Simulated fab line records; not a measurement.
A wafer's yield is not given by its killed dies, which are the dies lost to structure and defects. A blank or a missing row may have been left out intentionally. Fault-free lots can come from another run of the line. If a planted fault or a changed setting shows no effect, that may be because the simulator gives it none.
2 desks, one fault + flow nandHarc + only its own numbers are on each desk; what lay behind them is given at the end

## AT THE METROLOGY DESK
What the gauges read, lot by lot, whatever tool the lot ran on: means of the sampled wafers that have a number. If a lot's mean is further than 4 standard deviations from the usual mean, the lot is out of limits and carries the mark OUT (the distance appears in the brackets).
Columns: A = cdNm at NHARC_A_CONTACT_CD_MEAS_08, usual 200.0 nm; B = overlayXNm at NHARC_A_CONTACT_OVL_MEAS_09, usual 0.0 nm; C = overlayYNm at NHARC_A_CONTACT_OVL_MEAS_09, usual -0.1 nm
| lot  | first seen here | A     | B    | C    |
|------|-----------------|-------|------|------|
| L423 | day 22 05:01    | 200.2 | 0.1  | 0.2  |
| L424 | day 22 14:40    | 199.7 | -0.3 | -0.6 |
| L427 | day 23 16:17    | 200.5 | -0.8 | 0.3  |
| L425 | day 23 16:31    | 199.6 | -1.8 | -0.7 |
| L428 | day 23 18:37    | 199.9 | 0.0  | -0.4 |
| L426 | day 23 22:28    | 200.4 | 1.0  | -1.7 |
| L430 | day 24 10:25    | 200.6 | -0.4 | -0.2 |
| L431 | day 25 21:19    | 199.8 | 0.9  | -0.1 |
| L432 | day 25 22:10    | 199.8 | -0.2 | -0.1 |
| L436 | day 27 23:34    | 200.5 | -0.1 | 0.0  |
| L437 | day 28 04:51    | 199.3 | 0.3  | -1.0 |
| L445 | day 31 05:05    | 199.0 | 1.0  | -0.3 |
| L446 | day 31 19:05    | 200.1 | 0.5  | 1.0  |
This desk's verdict: no lot among the 13 shows anything out of limits.

## TOOL OWNER'S DESK, lithoTrack-01
At NHARC_A_CONTACT_SOFTBAKE_03 (time 55 s), the tool's own readings, given per lot that ran on this tool as the mean of the sampled wafers with a number. If a lot's mean is further than 4 standard deviations from the usual mean, the lot is out of limits and carries the mark OUT (the distance appears in the brackets).
Columns: A = heaterPowerTotalW at NHARC_A_CONTACT_SOFTBAKE_03, usual 188.44 W
| lot  | first seen here | A                        |
|------|-----------------|--------------------------|
| L427 | day 23 15:00    | 188.39                   |
| L428 | day 23 18:00    | 188.45                   |
| L430 | day 24 09:00    | 188.46                   |
| L431 | day 25 20:00    | 188.50                   |
| L436 | day 27 23:00    | 323.19 (+99 or more) OUT |
| L437 | day 28 04:00    | 323.06 (+99 or more) OUT |
This desk finds L436, L437 out of limits, L436 being first, at day 27 23:00 (heaterPowerTotalW at NHARC_A_CONTACT_SOFTBAKE_03). L427, L428, L430, L431: within limits.

## BROUGHT TOGETHER
The tool owner's desk could have raised an alarm at day 27 23:00, on L436, L437.
Nothing out of limits was seen by the metrology desk.
The metrology desk has L436, L437 on record, within its limits.
Of the lots named, all ran NHARC_A_CONTACT_SOFTBAKE_03 on lithoTrack-01.

## WHAT THE SIMULATOR PUT IN
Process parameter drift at NHARC_A_CONTACT_SOFTBAKE_03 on lithoTrack-01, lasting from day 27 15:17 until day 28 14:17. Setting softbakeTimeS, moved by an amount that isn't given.
Struck lots among those shown: L436, L437.
Hours from the fault's start to each desk's first reading out of limits: the tool owner's desk, 8.
